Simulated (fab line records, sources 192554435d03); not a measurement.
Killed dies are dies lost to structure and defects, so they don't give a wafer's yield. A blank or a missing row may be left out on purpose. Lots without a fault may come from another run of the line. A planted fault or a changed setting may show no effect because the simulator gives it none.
A struck lot beside a sound one | flow n5_finfet | 23 steps out of a route of 1938
Sound: wafers L710.2, L710.5, L710.6. Struck: wafer L717.6. (L717.1 of the same lot was not struck and is left out.) The cause comes at the end.
At each step with rows: each side's tool, then ch and its chambers, then its first start. Under that, the readings that differ: sound wafers | struck wafers | difference of the means | sigmas: that difference in standard deviations of wafers without a fault.
alike: readings whose means differ by less than 2 such deviations, and words and numbers that are the same on both sides. not compared: withheld readings, readings that some wafer has no value for, bounds like >300 that may hide the same value, and numbers for which the record gives no deviation and whose values overlap.
The two part at a step that has a row with sigmas, a row that says differs or no value, or rows on one side only. Numbers that don't overlap but have no deviation are shown without sigmas and don't part them. A reading that every wafer of one side lacks parts them only if that side has two wafers or more.

first, 2 steps without rows for these wafers: N5_BEOL_M15_DEVELOP_27 (develop time 45 s); N5_BEOL_M15_HARDBAKE_32 (time 120 s).
N5_BEOL_M15_CD_MEAS_28: target cd 407.6 nm.
  sound on cd_sem-02 ch 0, day 15 05:14; struck on cd_sem-02 ch 0, day 17 09:13
  alike: cd_nm
N5_BEOL_M15_OVL_MEAS_29:
  sound on overlay-01 ch 0, day 15 05:16; struck on overlay-02 ch 0, day 17 09:14
  alike: M15_OVL
N5_BEOL_M15_INSPECT_30: inspects for defects (macro).
  sound on defect_inspect-02, day 15 05:17; struck on defect_inspect-01, day 17 09:16
  alike: raw_defect_count
then, 1 step without rows for these wafers: N5_BEOL_M15_DESCUM_33 (chemistry O2, time 7.9 s).
N5_BEOL_M15_ETCH_61: etches BARC in N2/H2, target depth 89 nm, overetch 26.7 nm, time 67.9 s.
  sound on rie_diel-05 ch 1,2,3, day 15 05:22; struck on rie_diel-03 ch 1, day 17 09:20
  reading                | sound             | struck | difference | sigmas
  throttle_valve_pct (%) | 17.72 18.20 17.82 | 18.41  | +0.50      | +2
  alike: bias_w, drypump_motor_current_A, oes_product_au, rf_vpp_V, showerhead_plenum_p_Torr
  not compared: rf_hours_counter_h
then, 2 steps without rows for these wafers: N5_BEOL_M15_TRENCH_ETCH_34 (etches SiO2 in C4F8/O2/Ar, target depth 872.93 nm, time 199 s); N5_BEOL_M15_STRIP_36 (strips in O2).
N5_BEOL_M15_STRIP_62: strips in O2.
  sound on rie_diel-02 ch 2,3; struck on rie_diel-03 ch 3
  reading                         | sound          | struck | difference | sigmas
  showerhead_plenum_p_Torr (Torr) | 1.99 1.99 2.03 | 2.16   | +0.16      | +2
  alike: drypump_motor_current_A, oes_product_au, rf_vpp_V, throttle_valve_pct
  not compared: rf_hours_counter_h
N5_BEOL_M15_STRIP_37: strips in O2.
  sound on rie_diel-02 ch 2,3; struck on rie_diel-03 ch 3
  reading                         | sound          | struck | difference | sigmas
  showerhead_plenum_p_Torr (Torr) | 1.99 1.99 2.03 | 2.16   | +0.16      | +2
  alike: drypump_motor_current_A, oes_product_au, rf_vpp_V, throttle_valve_pct
  not compared: rf_hours_counter_h
N5_BEOL_M15_ETCH_38: etches SiCN in CF4/N2, target depth 106.4 nm, time 120.5 s.
  sound on rie_diel-02 ch 2,3, day 15 06:16; struck on rie_diel-03 ch 3, day 17 15:03
  reading                                       | sound             | struck | difference | sigmas
  rf_vpp_V (V)                                  | 379.0 379.5 381.1 | 384.6  | +4.7       | +2
  model.etch.depth_nm (nm)                      | 96.89 97.11 97.72 | 150.1  | +52.9      |
  model.SiO2_of_BEOL_M15_ILD_DEP_00.thk_nm (nm) | 1567 1588 1587    | 1566   | -15        |
  alike: bias_w, drypump_motor_current_A, oes_product_au, showerhead_plenum_p_Torr, throttle_valve_pct
  not compared: rf_hours_counter_h
then, 2 steps without rows for these wafers: N5_BEOL_M15_PRECLEAN_39 (cleans in residue remover, time 60 s); N5_BEOL_M15_SRD_40 (time 30 s, dry time 30 s).
N5_BEOL_M15_DEGAS_41: time 60 s.
  sound on pvd_sputter-01, day 15 06:55; struck on pvd_sputter-01, day 17 15:26
  alike: heater_power_w
then, 2 steps without rows for these wafers: N5_BEOL_M15_PRE_CLEAN_42 (time 30 s); N5_BEOL_M15_SPUTTER_43 (material TaN, target thk 15 nm, time 24.19 s).
N5_BEOL_M15_SPUTTER_44: material Ta, target thk 15 nm, time 24.19 s.
  sound on pvd_sputter-01, day 15 07:05; struck on pvd_sputter-01, day 17 15:36
  reading                  | sound                  | struck  | difference | sigmas
  chamber_pressure_pa (Pa) | 0.06995 0.07015 0.0702 | 0.06982 | -0.00028   | -2
  alike: throttle_valve_pct
then, 3 steps without rows for these wafers: N5_BEOL_M15_SPUTTER_45 (material Cu, target thk 100 nm, time 16.67 s); N5_BEOL_M15_ECD_47 (material Cu, target thk 1860 nm); N5_BEOL_M15_ANNEAL_48 (time 90 s).
N5_BEOL_M15_CMP_49: polishes, stops on SiO2, t overpolish 4.9 s, target thk 850 nm.
  sound on cmp-03 ch 0,2,3, day 15 08:38; struck on cmp-02 ch 1, day 17 16:20
  reading                                       | sound          | struck | difference | sigmas
  model.SiO2_of_BEOL_M15_ILD_DEP_00.thk_nm (nm) | 1552 1573 1572 | 1551   | -15        |
  alike: barrier_field_endpoint_s, motor_current_A, overpolish_run_s, slurry_filter_dp_kPa
N5_BEOL_M15_THK_MEAS_50: measures by xrf.
  sound on film_metro-02, day 15 08:51; struck on film_metro-02, day 17 16:38
  alike: M15_THK

WHERE THEY PART
First at N5_BEOL_M15_ETCH_61; last, within this record, at N5_BEOL_M15_SPUTTER_44. Later steps at which nothing parts them and some readings are alike: N5_BEOL_M15_CMP_49, N5_BEOL_M15_THK_MEAS_50.

WHY: what the simulator had put in
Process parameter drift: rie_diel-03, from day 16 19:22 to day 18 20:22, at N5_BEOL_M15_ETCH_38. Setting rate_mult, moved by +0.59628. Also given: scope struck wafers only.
